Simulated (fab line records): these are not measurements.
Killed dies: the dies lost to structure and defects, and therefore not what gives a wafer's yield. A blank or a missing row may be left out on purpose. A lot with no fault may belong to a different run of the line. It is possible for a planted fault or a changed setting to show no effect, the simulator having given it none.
Chamber matching | flow n5Finfet | rieDiel-04 running N5_BEOL_M14_DESCUM_33: 4 sister chambers
The step chemistry O2, time 7.9 s. 7 wafers are shown with their chamber, then 7 later ones without.

EACH WAFER AND ITS CHAMBER
wafer  | chamber | drypumpMotorCurrentA (A) | throttleValvePct (%)
L075.3 | 3       | 6.5                      | 20.59
L082.2 | 1       | 5.3                      | 20.32
L093.1 | 2       | 5.8                      | 20.18
L093.2 | 1       | 5.4                      | 20.37
L093.3 | 0       | 5.2                      | 19.87
L093.4 | 0       | 5.2                      | 19.87
L093.5 | 2       | 5.8                      | 20.21

WAFERS WHOSE CHAMBER IS MISSING
wafer  | drypumpMotorCurrentA (A) | throttleValvePct (%)
L093.6 | 5.3                      | 20.35
L095.1 | 6.5                      | 20.16
L095.3 | 5.2                      | 19.89
L095.6 | 5.8                      | 20.21
L094.3 | 6.5                      | 20.15
L094.5 | 5.8                      | 20.22
L094.6 | 6.5                      | 20.18

WHICH CHAMBER EACH WENT THROUGH
wafer  | from the rows above     | in truth
L093.6 | 1                       | 1
L095.1 | can't be placed: 2 or 3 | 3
L095.3 | 0                       | 0
L095.6 | 2                       | 2
L094.3 | can't be placed: 2 or 3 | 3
L094.5 | 2                       | 2
L094.6 | can't be placed: 2 or 3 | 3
4 of 7 placed correctly. Not placeable from these rows: 3 (in 3, the candidates include the true chamber). Wrongly placed: 0.
How it was worked out, from the rows above alone: a wafer's distance from a chamber is the root of the sum, over the readings, of the square of ((its reading less the chamber's mean) divided by the reading's scatter). If the next closest chamber is less than 2 further off than the closest, the wafer can't be placed; otherwise it belongs to the closest. Each chamber's mean is taken over the wafers shown for it. The scatter: the root of (the sum of the squares of (reading less its chamber's mean) over the shown wafers, divided by (wafers less chambers)).
